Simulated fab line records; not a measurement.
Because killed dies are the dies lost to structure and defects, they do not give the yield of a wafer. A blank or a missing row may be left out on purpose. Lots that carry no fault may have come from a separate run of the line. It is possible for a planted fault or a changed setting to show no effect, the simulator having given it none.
fab line records ; flow n5-finfet ; part 2 of 2: steps 18 to 23 of 23
record lots=5; wafers=15; last-day=18
route steps=1938 shown FIN_SAQP@117
lots that met no fault: taken from a fault-free run of the same line
start-h: the number of hours between the record's first day and the start of the first shown wafer of the lot ; wait-h: hours from the lot's prior step to this one ; " as in the row above ; L1.1+2: one row covering several wafers at once ; - no value, or no start was given ; * or withheld: withheld ; < > ~ a bound
route shown NAME@n: NAME is a module with steps in the file, n the number in the route of the first one ; usual: mean/standard deviation taken from wafers without a fault ; same: alike in all rows ; chamber/n: place in a boat ; sites: the reading at each site ; _std_site: the values' standard deviation ; _edge_site: inner sites' mean taken away from outer sites' mean ; radius-mm: how far each site lies from the wafer's centre ; mask NAME#n: copy n ; behind: the tool/chamber that last shaped the wafer ; hold: the reason the lot was held/the length of the hold in hours/how it ended ; device: the n, p or np transistor that did not switch ; end of line: tests run on the same wafers once the route is complete ; step lacking rows: just its recipe ; killed: count of dies lost to structure and defects at first sort (not the wafer's yield) ; map: a wafer's dies, x killed, . not, _ none there
set.NAME: the setting the step ran with; set.NAME@STEP: the setting that earlier step ran with ; model.NAME: the simulator's own value behind a step, which no gauge read
lots at selected steps of the route; one table per step, one row per wafer
services: from which hour (start-h, from the record's first day; less than 0 if before it) a tool's chamber was out of use, for how many hours, and why
## steps
# step N5_FIN_SAQP_ETCH_69
# recipe chemistry=N2/H2; target=SOC; target-depth-a=1500; stop-on=SiNx; ion-energy-ev=100; bias-w=61; pressure-mtorr=30; source-w=850; n2-flow-sccm=200; h2-flow-sccm=200
# usual drypump-motor-current-A=5.7/0.47; oes-product-au=0.75/0.091; rf-vpp-V=240.3/1; showerhead-plenum-p-Torr=2.50/0.051; throttle-valve-pct=17.83/0.27
lot.wafer;tool;chamber;start-h;wait-h;drypump-motor-current-A;oes-product-au;rf-hours-counter-h;rf-vpp-V;showerhead-plenum-p-Torr;throttle-valve-pct
L079.2;rie-diel-01;1;55.17;-;6.3;0.70;209;241.0;2.49;17.79
L079.4;rie-diel-01;0;55.17;-;4.9;0.72;182;240.7;2.53;18.12
L079.6;rie-diel-01;0;55.17;-;4.9;0.71;-;240.9;2.53;18.11
L087.1;rie-diel-06;3;103.96;-;6.0;0.68;203;241.4;2.52;18.12
L087.2;rie-diel-06;0;103.96;-;5.8;0.81;90;239.6;2.45;17.38
L087.6;rie-diel-06;2;103.96;-;4.9;0.94;-;240.1;2.60;17.98
L090.3;rie-diel-01;1;121.80;-;6.3;0.68;232;241.1;2.48;17.83
L090.4;rie-diel-01;3;121.80;-;6.1;0.85;56;239.4;2.48;17.38
L090.5;rie-diel-01;2;121.80;-;5.8;0.92;-;240.7;2.48;17.64
L095.1;rie-diel-01;2;152.17;-;5.7;0.90;17;240.4;2.48;17.66
L095.2;rie-diel-01;0;152.17;-;4.9;0.69;220;240.6;2.51;18.17
L095.3;rie-diel-01;1;152.17;-;6.3;0.67;245;239.5;2.48;17.87
L097.1;rie-diel-01;3;163.34;-;6.1;0.83;70;238.9;2.47;17.40
L097.4;rie-diel-01;0;163.34;-;4.9;0.68;-;239.6;2.51;18.18
L097.5;rie-diel-01;2;163.34;-;5.8;0.88;-;240.3;2.47;17.67
# step N5_FIN_SAQP_ETCH_67
# recipe chemistry=CH3F/O2; target=SiNx; target-depth-a=300; mask-material=SOC; pressure-mtorr=30; source-w=395; bias-w=73; Ar_flow_sccm=150; CH3F_flow_sccm=30; O2_flow_sccm=20; ion-energy-ev=120
# usual drypump-motor-current-A=5.7/0.47; oes-product-au=0.76/0.096; rf-vpp-V=297/5.5; showerhead-plenum-p-Torr=1.98/0.035; throttle-valve-pct=16.43/0.28
lot.wafer;tool;chamber;start-h;wait-h;drypump-motor-current-A;oes-product-au;rf-hours-counter-h;rf-vpp-V;showerhead-plenum-p-Torr;throttle-valve-pct
L079.2;rie-diel-01;1;55.23;0.0;6.3;0.70;209;289;1.98;16.52
L079.4;rie-diel-01;0;55.23;0.0;4.9;0.73;182;300;2.00;16.74
L079.6;rie-diel-01;0;55.23;0.0;4.8;0.73;-;300;2.00;16.74
L087.1;rie-diel-06;3;104.02;0.0;6.0;0.68;203;296;1.98;16.67
L087.2;rie-diel-06;0;104.02;0.0;5.7;0.81;90;292;1.94;16.09
L087.6;rie-diel-06;2;104.02;0.0;4.9;0.94;-;308;2.04;16.39
L090.3;rie-diel-01;1;121.86;0.0;6.3;0.68;232;290;1.97;16.57
L090.4;rie-diel-01;3;121.86;0.0;6.1;0.86;56;294;1.95;15.92
L090.5;rie-diel-01;2;121.86;0.0;5.8;0.92;-;297;1.97;16.28
L095.1;rie-diel-01;2;152.23;0.0;5.8;0.90;17;297;1.96;16.32
L095.2;rie-diel-01;0;152.23;0.0;4.8;0.70;220;301;1.99;16.79
L095.3;rie-diel-01;1;152.23;0.0;6.3;0.66;245;290;1.97;16.60
L097.1;rie-diel-01;3;163.40;0.0;6.1;0.84;70;296;1.95;15.94
L097.4;rie-diel-01;0;163.40;0.0;4.8;0.69;-;300;1.99;16.84
L097.5;rie-diel-01;2;163.40;0.0;5.8;0.89;-;297;1.96;16.32
# step N5_FIN_SAQP_STRIP_70
# recipe chemistry=N2/H2; power-w=500; temp-c=40; pressure-mtorr=50; rf-frequency-hz=6e+07; overash-fraction=0.3; bias-power-w=28; h2-frac=0.5; n2-flow-sccm=300; h2-flow-sccm=300
# usual drypump-motor-current-A=5.7/0.47; oes-product-au=0.76/0.098; rf-vpp-V=121.6/0.84; showerhead-plenum-p-Torr=3.31/0.065; temp-c=40.01/0.11; throttle-valve-pct=18.9/0.33
lot.wafer;tool;chamber;start-h;wait-h;drypump-motor-current-A;oes-product-au;rf-hours-counter-h;rf-vpp-V;showerhead-plenum-p-Torr;temp-c;throttle-valve-pct
L079.2;rie-diel-01;1;55.27;0.0;6.4;0.71;209;121.7;3.29;39.99;18.7
L079.4;rie-diel-01;0;55.27;0.0;4.9;0.72;182;122.0;3.34;39.96;19.1
L079.6;rie-diel-01;0;55.27;0.0;4.9;0.71;-;121.9;3.34;39.86;19.1
L087.1;rie-diel-06;3;104.06;0.0;6.0;0.68;203;120.7;3.33;39.95;19.2
L087.2;rie-diel-06;0;104.06;0.0;5.8;0.82;90;120.8;3.24;39.82;18.3
L087.6;rie-diel-06;2;104.06;0.0;4.9;0.96;-;122.4;3.43;39.88;19.2
L090.3;rie-diel-01;1;121.90;0.0;6.3;0.69;232;120.6;3.28;40.05;18.7
L090.4;rie-diel-01;3;121.90;0.0;6.1;0.86;56;121.6;3.27;40.04;18.4
L090.5;rie-diel-01;2;121.90;0.0;5.8;0.95;-;122.8;3.28;39.93;18.6
L095.1;rie-diel-01;2;152.27;0.0;5.8;0.93;17;122.6;3.27;40.10;18.6
L095.2;rie-diel-01;0;152.27;0.0;4.8;0.68;220;121.9;3.32;39.81;19.2
L095.3;rie-diel-01;1;152.27;0.0;6.3;0.67;245;123.5;3.27;39.88;18.7
L097.1;rie-diel-01;3;163.44;0.0;6.1;0.83;70;120.8;3.27;40.05;18.4
L097.4;rie-diel-01;0;163.44;0.0;4.9;0.67;-;120.7;3.32;39.91;19.2
L097.5;rie-diel-01;2;163.44;0.0;5.8;0.91;-;121.2;3.27;40.01;18.6
# step N5_FIN_SAQP_RECESS_71
# recipe chemistry=HF/NH3; target=SiO2; target-depth-a=30; afs-cycles=1; temp-c=30; sublimation-temp-c=180; sublimation-time-s=60
# usual drypump-motor-current-A=6.12/0.26; temp-c=29.99/0.12
lot.wafer;tool;chamber;start-h;wait-h;drypump-motor-current-A;temp-c
L079.2;vapor-etch-02;0;55.44;0.2;5.91;29.81
L079.4;vapor-etch-02;1;55.44;0.2;6.15;30.19
L079.6;vapor-etch-02;0;55.44;0.2;5.94;29.88
L087.1;vapor-etch-01;0;104.12;0.0;5.89;29.90
L087.2;vapor-etch-01;1;104.12;0.0;6.58;29.96
L087.6;vapor-etch-01;0;104.12;0.0;5.88;29.90
L090.3;vapor-etch-02;0;122.00;0.1;5.94;30.12
L090.4;vapor-etch-02;1;122.00;0.1;6.13;30.17
L090.5;vapor-etch-02;1;122.00;0.1;6.15;29.93
L095.1;vapor-etch-01;1;152.33;0.0;6.54;30.05
L095.2;vapor-etch-01;0;152.33;0.0;5.88;29.97
L095.3;vapor-etch-01;0;152.33;0.0;5.89;30.06
L097.1;vapor-etch-02;0;163.51;0.0;5.95;30.12
L097.4;vapor-etch-02;0;163.51;0.0;5.94;30.09
L097.5;vapor-etch-02;1;163.51;0.0;6.12;30.10
# step N5_FIN_SAQP_SPACER2_ALD_28
# recipe material=SiO2; target-thk-a=81; temp-c=300; ald-precursor-family=BDEAS; ald-co-reactant=O2-plasma; pulse-time-s=1; purge-time-s=2; co-reactant-purge-time-s=2; pressure-torr=2
# usual heater-power-w=469/58; precursor-pulse-height-rel=0.998/0.019
lot.wafer;tool;chamber;start-h;wait-h;heater-power-w;precursor-pulse-height-rel
L079.2;ald-sin-02;1;55.59;0.1;523;0.978
L079.4;ald-sin-02;2;55.59;0.1;508;0.966
L079.6;ald-sin-02;2;55.59;0.1;501;1.004
L087.1;ald-sin-01;3;104.26;0.1;550;1.014
L087.2;ald-sin-01;0;104.26;0.1;455;0.961
L087.6;ald-sin-01;3;104.26;0.1;572;1.012
L090.3;ald-sin-01;3;122.11;0.1;571;0.962
L090.4;ald-sin-01;0;122.11;0.1;457;0.982
L090.5;ald-sin-01;1;122.11;0.1;484;0.977
L095.1;ald-sin-03;0;155.23;2.9;440;1.044
L095.2;ald-sin-03;1;155.23;2.9;354;0.994
L095.3;ald-sin-03;2;155.23;2.9;518;1.019
L097.1;ald-sin-02;1;163.66;0.1;485;1.023
L097.4;ald-sin-02;2;163.66;0.1;468;1.009
L097.5;ald-sin-02;1;163.66;0.1;506;1.018
# step N5_FIN_SAQP_SPACER2_ETCHBACK_29
# recipe chemistry=CHF3/O2; mode=anisotropic-etchback; target=SiO2; target-depth-a=122; time-s=6.1; pressure-mtorr=30; source-w=650; bias-w=170; Ar_flow_sccm=200; CHF3_flow_sccm=50; O2_flow_sccm=5; ion-energy-ev=200
# usual drypump-motor-current-A=5.7/0.44; oes-product-au=0.78/0.1; rf-vpp-V=525/10; showerhead-plenum-p-Torr=2.39/0.044; throttle-valve-pct=18.94/0.26
lot.wafer;tool;chamber;start-h;wait-h;drypump-motor-current-A;oes-product-au;rf-hours-counter-h;rf-vpp-V;showerhead-plenum-p-Torr;throttle-valve-pct
L079.2;rie-diel-06;3;55.99;0.2;6.0;0.70;186;522;2.40;19.18
L079.4;rie-diel-06;1;55.99;0.2;5.7;0.72;178;531;2.39;18.98
L079.6;rie-diel-06;0;55.99;0.2;5.7;0.84;-;519;2.35;18.60
L087.1;rie-diel-06;2;104.67;0.3;4.9;0.96;23;543;2.45;18.97
L087.2;rie-diel-06;1;104.67;0.3;5.7;0.72;195;533;2.38;19.01
L087.6;rie-diel-06;2;104.67;0.3;4.9;0.96;-;542;2.45;18.96
L090.3;rie-diel-03;0;122.43;0.2;5.2;0.73;172;532;2.32;18.89
L090.4;rie-diel-03;2;122.43;0.2;5.9;0.70;238;530;2.30;19.25
L090.5;rie-diel-03;2;122.43;0.2;5.8;0.69;-;530;2.30;19.26
L095.1;rie-diel-06;3;155.62;0.2;6.0;0.67;224;523;2.38;19.21
L095.2;rie-diel-06;2;155.62;0.2;4.9;0.92;35;542;2.44;19.00
L095.3;rie-diel-06;0;155.62;0.2;5.8;0.79;111;519;2.34;18.66
L097.1;rie-diel-03;3;163.98;0.2;5.8;0.79;99;502;2.43;19.02
L097.4;rie-diel-03;1;163.98;0.2;5.9;0.94;-;528;2.45;18.35
L097.5;rie-diel-03;3;163.98;0.2;5.8;0.78;-;501;2.43;19.02
## services
tool;chamber;start-h;hours;kind
rie-si-03;1;36.44;6.0;repair
rie-diel-01;-;36.51;0.7;repair
wet-bench-05;-;44.70;1.7;repair
ald-sin-01;1;45.54;2.6;repair
ald-sin-01;1;52.24;11.0;repair
rie-si-03;-;67.54;0.3;repair
rie-diel-01;2;75.48;-;clean
rie-diel-01;2;75.48;-;consumable-replace:focus-ring
rie-diel-01;2;75.48;20.9;scheduled-down
rie-diel-01;2;75.48;20.9;vent-cycle
rie-diel-06;0;76.12;3.5;repair
ald-sin-02;-;85.26;14.0;pm
ald-sin-01;-;89.32;6.1;pm
rie-si-05;2;91.24;4.4;repair
rie-diel-03;1;104.01;-;clean
rie-diel-03;1;104.01;-;consumable-replace:focus-ring
ald-sin-01;3;111.29;1.9;repair
rie-diel-06;2;127.22;13.3;repair
rie-diel-01;3;129.40;7.0;repair
rie-diel-06;1;153.08;4.2;repair
rie-diel-01;1;162.13;-;clean
rie-diel-01;1;162.13;-;consumable-replace:focus-ring
rie-diel-01;1;162.13;17.2;scheduled-down
rie-diel-01;1;162.13;17.2;vent-cycle
